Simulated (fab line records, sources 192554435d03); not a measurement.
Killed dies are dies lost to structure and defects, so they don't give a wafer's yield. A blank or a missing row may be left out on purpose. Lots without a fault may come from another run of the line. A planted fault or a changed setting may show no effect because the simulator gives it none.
Which tool did it? | flow n5_finfet | 10 lots, 30 wafers sampled, at 5 steps of a route of 1938

WHAT THE GAUGES READ, wafer by wafer
N5_WELL_APT_INSPECT_10: inspects for defects (macro).
lot  | measured    | on                | raw_defect_count
L112 | day 1 13:52 | defect_inspect-01 | 2 3 2
L114 | day 2 01:44 | defect_inspect-01 | 1 4 2
L118 | day 3 01:43 | defect_inspect-02 | 1 5 1
L119 | day 3 07:53 | defect_inspect-01 | 2 1 1
L125 | day 4 19:58 | defect_inspect-02 | 0 1 3
L127 | day 5 07:50 | defect_inspect-02 | 1 1 6
L130 | day 6 01:41 | defect_inspect-02 | 1 0 3
L131 | day 6 07:48 | defect_inspect-01 | 1 4 0
L133 | day 6 20:00 | defect_inspect-02 | 2 2 3
L134 | day 7 01:55 | defect_inspect-02 | 3 5 2

N5_WELL_APT_CD_MEAS_25: target cd 200 nm.
lot  | measured    | on        | cd_nm (nm)
L112 | day 1 14:56 | cd_sem-01 | 198.3 200.2 199.3
L114 | day 2 03:29 | cd_sem-01 | 199.3 198.6 199.3
L118 | day 3 03:11 | cd_sem-01 | 199.1 202.5 201.5
L119 | day 3 09:33 | cd_sem-01 | 198.7 199.1 198.7
L125 | day 4 21:13 | cd_sem-03 | 199.7 201.2 200.6
L127 | day 5 09:16 | cd_sem-01 | 199.9 199.7 199.4
L130 | day 6 03:01 | cd_sem-01 | 199.2 200.2 199.8
L131 | day 6 08:52 | cd_sem-01 | 198.0 197.9 200.6
L133 | day 6 21:29 | cd_sem-01 | 201.1 201.9 199.1
L134 | day 7 03:07 | cd_sem-02 | 199.1 198.9 200.3

N5_BEOL_M4_RC_MEAS_101.
lot  | measured     | on        | DIBL_N (mV/V)  | DIBL_P (mV/V)  | IOFF_N (nA/um)    | IOFF_P (nA/um) | ION_N (uA/um) | ION_P (uA/um) | SS_N (mV/dec)  | SS_P (mV/dec)  | VT_N (mV)         | VT_P (mV)
L112 | day 7 22:36  | prober-02 | 37.7 35.5 36.2 | 38.4 36.8 37.6 | 0.178 0.155 0.157 | 0.22 0.20 0.20 | 671 675 679   | 462 464 464   | 72.2 71.2 70.8 | 73.5 72.9 72.7 | 250.2 251.4 250.2 | -250 -251 -252
L114 | day 8 05:44  | prober-01 | 37.3 38.7 36.8 | 38.3 39.4 37.6 | 0.181 0.208 0.167 | 0.23 0.24 0.21 | 680 684 674   | 469 464 459   | 72.1 72.1 72.4 | 73.3 73.8 73.3 | 247.3 244.2 247.0 | -250 -249 -251
L118 | day 8 23:57  | prober-01 | 36.8 38.0 37.1 | 35.6 36.2 36.1 | 0.182 0.195 0.185 | 0.27 0.27 0.28 | 676 683 681   | 468 466 469   | 71.2 72.1 71.8 | 73.6 74.5 73.4 | 250.4 247.6 247.4 | -246 -243 -244
L119 | day 10 12:55 | prober-02 | 34.7 35.2 36.4 | 33.8 34.9 36.3 | 0.137 0.147 0.181 | 0.19 0.21 0.25 | 661 678 688   | 465 467 481   | 70.7 71.2 71.6 | 73.5 73.2 73.9 | 250.5 251.4 246.8 | -249 -248 -246
L125 | day 11 02:11 | prober-01 | 37.0 37.7 36.5 | 35.7 36.9 35.4 | 0.143 0.156 0.135 | 0.17 0.18 0.16 | 665 684 667   | 455 458 454   | 72.0 72.1 71.4 | 73.3 73.2 73.1 | 250.7 249.1 252.3 | -259 -258 -259
L127 | day 11 12:38 | prober-02 | 37.7 35.5 35.6 | 36.7 34.2 34.6 | 0.170 0.130 0.140 | 0.20 0.16 0.17 | 672 667 671   | 455 460 460   | 71.7 70.6 71.4 | 74.1 73.1 73.3 | 250.4 253.5 252.1 | -252 -256 -254
L130 | day 12 19:10 | prober-01 | 33.6 34.9 34.4 | 34.5 36.2 35.3 | 0.101 0.126 0.112 | 0.16 0.18 0.17 | 653 663 657   | 455 460 457   | 70.5 71.2 70.8 | 73.0 72.9 72.4 | 258.6 253.7 257.3 | -256 -254 -256
L131 | day 12 12:56 | prober-01 | 37.7 37.7 36.4 | 36.7 37.1 34.8 | 0.175 0.186 0.149 | 0.25 0.26 0.22 | 679 688 661   | 467 470 463   | 71.8 71.7 71.0 | 73.3 74.1 73.3 | 247.2 247.7 250.1 | -247 -247 -248
L133 | day 13 12:59 | prober-02 | 37.2 35.7 36.0 | 36.8 34.9 34.9 | 0.152 0.127 0.134 | 0.20 0.18 0.18 | 674 669 681   | 464 462 464   | 71.7 71.3 71.2 | 72.6 72.5 72.6 | 251.9 253.1 253.8 | -254 -254 -255
L134 | day 14 02:38 | prober-02 | 37.1 36.2 36.1 | 37.7 36.1 36.2 | 0.179 0.154 0.154 | 0.23 0.20 0.20 | 668 657 670   | 464 455 460   | 71.8 71.2 71.6 | 74.1 73.4 73.5 | 247.6 252.0 250.1 | -249 -253 -253

WHICH TOOL RAN EACH LOT (tool, then ch and the chambers of the sampled wafers, then the start)
lot  | N5_ZERO_LAYER_DESCUM_16           | N5_WELL_APT_IMPLANT_15
L112 | rie_diel-06 ch 1,3, day 1 12:49   | implanter-02 ch 0, day 1 14:13
L114 | rie_diel-05 ch 0,2,3, day 2 00:48 | implanter-01 ch 0, day 2 02:37
L118 | rie_diel-04 ch 0,2, day 3 00:46   | implanter-02 ch 0, day 3 02:05
L119 | rie_diel-04 ch 0,2, day 3 06:49   | implanter-01 ch 0, day 3 08:13
L125 | rie_diel-04 ch 0,1, day 4 18:48   | implanter-01 ch 0, day 4 20:28
L127 | rie_diel-06 ch 1,2, day 5 06:43   | implanter-02 ch 0, day 5 08:23
L130 | rie_diel-04 ch 0,1,2, day 6 00:43 | implanter-01 ch 0, day 6 02:13
L131 | rie_diel-06 ch 0,2,3, day 6 06:45 | implanter-02 ch 0, day 6 08:09
L133 | rie_diel-06 ch 1,2, day 6 18:41   | implanter-02 ch 0, day 6 20:46
L134 | rie_diel-06 ch 0,1,3, day 7 00:59 | implanter-01 ch 0, day 7 02:14
- N5_ZERO_LAYER_DESCUM_16: chemistry O2, time 7.9 s.
- N5_WELL_APT_IMPLANT_15

WHAT THE TOOLS THEMSELVES READ (means of the sampled wafers that have a number; where no wafer has one, the mark that the record gives instead)
N5_ZERO_LAYER_DESCUM_16.
lot  | tool        | bias_power_w (W) | drypump_motor_current_A (A) | oes_product_au (a.u.) | rf_vpp_V (V) | showerhead_plenum_p_Torr (Torr) | throttle_valve_pct (%)
L112 | rie_diel-06 | 19.97            | 5.6                         | 0.78                  | 242.4        | 2.09                            | 20.44
L114 | rie_diel-05 | 19.94            | 5.6                         | 0.89                  | 243.9        | 2.12                            | 20.36
L118 | rie_diel-04 | 19.98            | 5.9                         | 0.83                  | 242.7        | 2.06                            | 20.62
L119 | rie_diel-04 | 20.02            | 6.2                         | 0.75                  | 242.8        | 2.07                            | 20.79
L125 | rie_diel-04 | 20.01            | 5.7                         | 0.82                  | 243.7        | 2.09                            | 20.46
L127 | rie_diel-06 | 19.95            | 5.9                         | 0.74                  | 243.6        | 2.12                            | 20.54
L130 | rie_diel-04 | 20.02            | 6.0                         | 0.74                  | 242.7        | 2.09                            | 20.65
L131 | rie_diel-06 | 20.01            | 5.6                         | 0.74                  | 244.2        | 2.17                            | 20.33
L133 | rie_diel-06 | 20.00            | 5.8                         | 0.74                  | 242.7        | 2.07                            | 20.60
L134 | rie_diel-06 | 19.98            | 5.6                         | 0.73                  | 243.0        | 2.12                            | 20.39

N5_WELL_APT_IMPLANT_15.
lot  | tool         | rotation_deg (degrees)
L112 | implanter-02 | -0.010
L114 | implanter-01 | -0.027
L118 | implanter-02 | -0.002
L119 | implanter-01 | 0.016
L125 | implanter-01 | -0.008
L127 | implanter-02 | -0.004
L130 | implanter-01 | 0.004
L131 | implanter-02 | -0.015
L133 | implanter-02 | -0.001
L134 | implanter-01 | 0.008

THE ANSWER, worked out from the rows above alone
Rule: what is usual is taken from the lots themselves. Put in order of their means at a reading, lots are off if they are a third of the lots or fewer, leave a main group of 4 or more, and stand apart from it by a gap of 3 or more times the standard deviation of the main group's means; of several such gaps the widest counts. A main group whose means are all the same, to the digits that the tables above print for the reading, isn't used. A lot without any number at a reading at which 4 lots or more have one is off too. The other lots that the step has rows for count as sound. The gauges are gone through in route order, then the tools' own readings, and for those a lot's mean is taken as printed above. The first step at which some lot is off is used, and at that step the reading that is off furthest; a lot without a number counts as furthest.
No lot is off at any reading shown: from this, nothing can be told.

WHAT THE SIMULATOR HAD PUT IN
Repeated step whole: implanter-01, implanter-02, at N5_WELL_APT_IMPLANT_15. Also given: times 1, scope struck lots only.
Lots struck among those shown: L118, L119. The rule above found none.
